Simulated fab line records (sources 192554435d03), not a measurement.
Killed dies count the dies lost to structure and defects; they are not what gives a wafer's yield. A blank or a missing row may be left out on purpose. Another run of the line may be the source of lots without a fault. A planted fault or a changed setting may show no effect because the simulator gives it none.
Chamber matching + flow n5 finfet + 4 sister chambers for N5_BEOL_M5_DESCUM_16 on rie diel-05
The step chemistry O2, time 7 s. 14 wafers are shown with their chamber, then 7 later ones without.

## WAFERS PAIRED WITH THEIR CHAMBERS
| wafer  | chamber | showerhead plenum p Torr (Torr) | throttle valve pct (%) | oes product au (a.u.) |
|--------|---------|---------------------------------|------------------------|-----------------------|
| L080.1 | 2       | 2.06                            | 20.74                  | 0.69                  |
| L080.3 | 1       | 2.23                            | 20.42                  | 0.96                  |
| L080.4 | 3       | 2.18                            | 20.42                  | 0.74                  |
| L082.2 | 0       | 2.08                            | 20.14                  | 0.76                  |
| L082.3 | 1       | 2.23                            | 20.42                  | 0.96                  |
| L082.6 | 3       | 2.18                            | 20.42                  | 0.74                  |
| L084.1 | 0       | 2.08                            | 20.16                  | 0.76                  |
| L084.2 | 1       | 2.23                            | 20.43                  | 0.94                  |
| L084.4 | 0       | 2.08                            | 20.15                  | 0.76                  |
| L088.1 | 2       | 2.05                            | 20.41                  | 0.98                  |
| L088.2 | 1       | 2.22                            | 20.45                  | 0.91                  |
| L088.3 | 0       | 2.07                            | 20.16                  | 0.75                  |
| L090.1 | 2       | 2.05                            | 20.41                  | 0.95                  |
| L090.2 | 1       | 2.22                            | 20.45                  | 0.89                  |

SIGNATURES, as means of the wafers listed above
| reading                  | chamber 0 | chamber 1 | chamber 2 | chamber 3 | scatter within a chamber |
|--------------------------|-----------|-----------|-----------|-----------|--------------------------|
| showerhead plenum p Torr | 2.0775    | 2.2260    | 2.0533    | 2.1800    | 0.00512                  |
| throttle valve pct       | 20.1525   | 20.4340   | 20.5200   | 20.4200   | 0.0859                   |
| oes product au           | 0.7575    | 0.9320    | 0.8733    | 0.7400    | 0.074                    |
Rule: a wafer's distance from a chamber is the root of the sum, over the readings, of the square of ((its reading less the chamber's mean) divided by the reading's scatter). If the next closest chamber is less than 2 further off than the closest, the wafer can't be placed; otherwise it belongs to the closest. The scatter: the root of (the sum of the squares of (reading less its chamber's mean) over the shown wafers, divided by (wafers less chambers)).

## WAFERS WHOSE CHAMBER IS MISSING
| wafer  | showerhead plenum p Torr (Torr) | throttle valve pct (%) | oes product au (a.u.) |
|--------|---------------------------------|------------------------|-----------------------|
| L090.5 | 2.07                            | 20.18                  | 0.74                  |
| L093.1 | 2.17                            | 20.45                  | 0.73                  |
| L093.4 | 2.05                            | 20.40                  | 0.94                  |
| L093.6 | 2.17                            | 20.46                  | 0.72                  |
| L094.1 | 2.17                            | 20.44                  | 0.72                  |
| L094.2 | 2.07                            | 20.18                  | 0.74                  |
| L094.3 | 2.22                            | 20.49                  | 0.88                  |

## WHICH CHAMBER EACH ONE RAN IN
| wafer  | from the rows above | in truth |
|--------|---------------------|----------|
| L090.5 | 0                   | 0        |
| L093.1 | 3                   | 3        |
| L093.4 | 2                   | 2        |
| L093.6 | 3                   | 3        |
| L094.1 | 3                   | 3        |
| L094.2 | 0                   | 0        |
| L094.3 | 1                   | 1        |
Correctly placed: 7 of 7. Number that these rows cannot place: 0. Wrongly placed: 0.
